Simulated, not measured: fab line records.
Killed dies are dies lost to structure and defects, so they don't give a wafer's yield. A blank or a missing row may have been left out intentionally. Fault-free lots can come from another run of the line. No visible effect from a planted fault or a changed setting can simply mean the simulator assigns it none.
Struck lot and sound lot, side by side -- flow n5-finfet -- 14 steps out of a route of 1938
Sound: these wafers, L824.1, L824.2, L824.3. Struck: wafers L834.1, L834.3. (L834.4 of the same lot was not struck and is left out.) The cause comes at the end.
At each step with rows: each side's tool, then ch and its chambers, then its first start. Under that, the readings that differ: sound wafers -- struck wafers -- difference of the means -- sigmas: that difference in standard deviations of wafers without a fault.
alike: readings whose means differ by less than 2 such deviations, and words and numbers that are the same on both sides. not compared: withheld readings, readings that some wafer has no value for, bounds like >300 that may hide the same value, and numbers for which the record gives no deviation and whose values overlap.
The two part at a step that has a row with sigmas, a row that says differs or no value, or rows on one side only. Numbers that have no deviation but don't overlap get no sigmas and don't part them. A reading missing from all wafers of one side parts the sides only when that side holds two or more wafers.

first, 1 step without rows for these wafers: N5_BEOL_M11_DEVELOP_27 (develop time 30 s).
N5_BEOL_M11_CD_MEAS_28: the cd target is 70 nm.
  sound on cd-sem-01 ch 0, day 10 17:53; struck on cd-sem-01 ch 0, day 13 13:49
reading,sound,struck,difference,sigmas
cd-nm (nm),71.5 70.5 70.5,68.6 69.1,-2.0,-2
N5_BEOL_M11_OVL_MEAS_29:
  sound on overlay-01 ch 0, day 10 17:55; struck on overlay-01 ch 0, day 13 13:50
  alike: V10_OVL
N5_BEOL_M11_INSPECT_30: inspects for defects (brightfield).
  sound on defect-inspect-01 at day 10 17:56; struck on defect-inspect-02 at day 13 13:52
  alike: raw-defect-count
N5_BEOL_M11_DESCUM_33: chemistry O2, time 7.9 s.
  sound on rie-diel-04 ch 0,2,3, day 10 18:20; struck on rie-diel-04 ch 1,3, day 13 13:57
  alike: drypump-motor-current-A, oes-product-au, rf-vpp-V, showerhead-plenum-p-Torr, throttle-valve-pct
  not compared: rf-hours-counter-h
N5_BEOL_M11_ETCH_65: etches SiARC in CF4, target depth 39 nm, time 65 s.
  sound on rie-diel-04 ch 0,2,3, day 10 18:22; struck on rie-diel-04 ch 1,3, day 13 13:59
reading,sound,struck,difference,sigmas
rf-vpp-V (V),184.4 183.5 186.6,184.9 180.6,-2.1,-2
  alike: cf4-flow-sccm, drypump-motor-current-A, etch-rf-on-time-s, oes-product-au, showerhead-plenum-p-Torr, throttle-valve-pct
  not compared: rf-hours-counter-h
then, 2 steps without rows for these wafers: N5_BEOL_M11_ETCH_66 (etches SOC in N2/H2, target depth 120 nm, overetch 24 nm, time 180 s); N5_BEOL_M11_STRIP_69 (strips in N2/H2).
N5_BEOL_M11_VIA_ETCH_34: etches SiCOH lowk in C4F6/O2, target depth 184.5 nm, time 69.2 s.
  sound on rie-diel-04 ch 0,2,3, day 10 18:32; struck on rie-diel-04 ch 1,3, day 13 14:10
  alike: drypump-motor-current-A, oes_o_777_au, oes-product-au, rf-vpp-V, showerhead-plenum-p-Torr, throttle-valve-pct
  not compared: rf-hours-counter-h
then, 1 step without rows for these wafers: N5_BEOL_M11_STRIP_73 (strips in C4F6/O2).
N5_BEOL_M11_STRIP_36: strips in N2/H2.
  sound on rie-diel-04 ch 0,2,3, day 10 18:36; struck on rie-diel-04 ch 1,3, day 13 14:13
  alike: drypump-motor-current-A, oes-product-au, rf-vpp-V, showerhead-plenum-p-Torr, throttle-valve-pct
  not compared: rf-hours-counter-h
N5_BEOL_M11_TRENCH_ETCH_37: etches SiCOH lowk in C4F6/O2, target depth 148.83 nm, time 48 s.
  sound on rie-diel-04 ch 0,2,3; struck on rie-diel-04 ch 1,3
  alike: drypump-motor-current-A, oes_o_777_au, oes-product-au, rf-vpp-V, showerhead-plenum-p-Torr, throttle-valve-pct
  not compared: rf-hours-counter-h
N5_BEOL_M11_ETCH_41: etches SiCN in CH3F/O2, target depth 42.6 nm, time 86 s.
  sound on rie-diel-04 ch 0,2,3, day 10 18:41; struck on rie-diel-04 ch 1,3, day 13 14:18
reading,sound,struck,difference,sigmas
oes-product-au (a.u.),0.94 0.70 0.84,0.62 0.57,-0.23,-3
model.etch.depth-nm (nm),33.24 31.59 32.11,22.82 22.33,-9.74,
  alike: drypump-motor-current-A, rf-vpp-V, showerhead-plenum-p-Torr, throttle-valve-pct
  not compared: rf-hours-counter-h
then, 1 step without rows for these wafers: N5_BEOL_M11_STRIP_77 (strips in N2/H2, time 10 s).

WHERE THEY PART
Last at N5_BEOL_M11_ETCH_41 as far as this record goes, first at N5_BEOL_M11_CD_MEAS_28.

WHY: what the simulator had put in
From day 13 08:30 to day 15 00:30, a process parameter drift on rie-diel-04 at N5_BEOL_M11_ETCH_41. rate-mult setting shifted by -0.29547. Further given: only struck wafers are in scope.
